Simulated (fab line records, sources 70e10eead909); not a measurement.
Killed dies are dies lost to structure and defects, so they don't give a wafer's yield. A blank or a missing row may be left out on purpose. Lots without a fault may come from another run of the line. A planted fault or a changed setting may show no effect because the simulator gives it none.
Which tool did it? | flow nand_harc | 7 lots, 21 wafers sampled, at 4 steps of a route of 1159

WHAT THE GAUGES READ, wafer by wafer
NHARC_A_BONDPAD_THK_MEAS_20: measures by xrf.
lot  | measured     | on            | thk_nm (nm)
L188 | day 18 12:46 | film_metro-02 | 167.2 168.2 168.7
L190 | day 19 03:51 | film_metro-02 | 402.5 397.5 398.6
L191 | day 19 17:37 | film_metro-01 | 405.6 402.8 402.9
L202 | day 21 18:39 | film_metro-01 | 166.1 170.3 169.0
L203 | day 22 04:05 | film_metro-02 | 172.0 168.7 168.7
L206 | day 22 05:13 | film_metro-01 | 169.1 171.9 169.1
L207 | day 23 08:58 | film_metro-02 | 170.0 168.9 168.5

WHICH TOOL RAN EACH LOT (tool, then ch and the chambers of the sampled wafers, then the start)
lot  | NHARC_A_BONDPAD_DESCUM_11          | NHARC_A_BONDPAD_PRE_CLEAN_26            | NHARC_A_BONDPAD_CMP_19
L188 | rie_diel-07 ch 0,1,3, day 18 10:18 | pvd_sputter-01, day 18 12:30 or earlier | cmp-01 ch 0,1,2, day 18 12:30
L190 | rie_diel-10 ch 1,2,3, day 19 01:31 | pvd_sputter-02, day 19 03:32 or earlier | cmp-01 ch 0,1,2, day 19 03:32
L191 | rie_diel-05 ch 0,2,3, day 19 15:16 | pvd_sputter-02, day 19 17:17 or earlier | cmp-02 ch 0,1,3, day 19 17:17
L202 | rie_diel-10 ch 0,3, day 21 16:14   | pvd_sputter-02, day 21 18:21 or earlier | cmp-01 ch 0,1, day 21 18:21
L203 | rie_diel-05 ch 1,2,3, day 22 01:41 | pvd_sputter-01, day 22 03:47 or earlier | cmp-01 ch 1,3, day 22 03:47
L206 | rie_diel-10 ch 0,2,3, day 22 02:32 | pvd_sputter-02, day 22 04:54 or earlier | cmp-01 ch 0,2, day 22 04:54
L207 | rie_diel-05 ch 1,2,3, day 23 06:38 | pvd_sputter-02, day 23 08:42 or earlier | cmp-02 ch 0,2,3, day 23 08:42
- NHARC_A_BONDPAD_DESCUM_11: chemistry O2, time 3 s.
- NHARC_A_BONDPAD_PRE_CLEAN_26: time 30 s.
- NHARC_A_BONDPAD_CMP_19: polishes, t overpolish 30 s, cu recess touch 16 s, target thk 169.8 nm.

THE ANSWER, worked out from the rows above alone
Rule: what is usual is taken from the lots themselves. Put in order of their means at a reading, lots are off if they are a third of the lots or fewer, leave a main group of 4 or more, and stand apart from it by a gap of 3 or more times the standard deviation of the main group's means; of several such gaps the widest counts. A main group whose means are all the same, to the digits that the tables above print for the reading, isn't used. A lot without any number at a reading at which 4 lots or more have one is off too. The other lots that the step has rows for count as sound.
Off: L190, L191, at NHARC_A_BONDPAD_THK_MEAS_20 (thk_nm). The main group: mean 169.1 nm, standard deviation 0.76.
A tool fits if, at a process step before that reading, it ran every lot that is off, and no sound lot after the first of them. The gauges at NHARC_A_BONDPAD_THK_MEAS_20 are tried like those tools. NHARC_A_BONDPAD_PRE_CLEAN_26 gives no start for some lots, so the hours and the order of its lots are those of NHARC_A_BONDPAD_CMP_19. None of those tried fits.

WHAT THE SIMULATOR HAD PUT IN
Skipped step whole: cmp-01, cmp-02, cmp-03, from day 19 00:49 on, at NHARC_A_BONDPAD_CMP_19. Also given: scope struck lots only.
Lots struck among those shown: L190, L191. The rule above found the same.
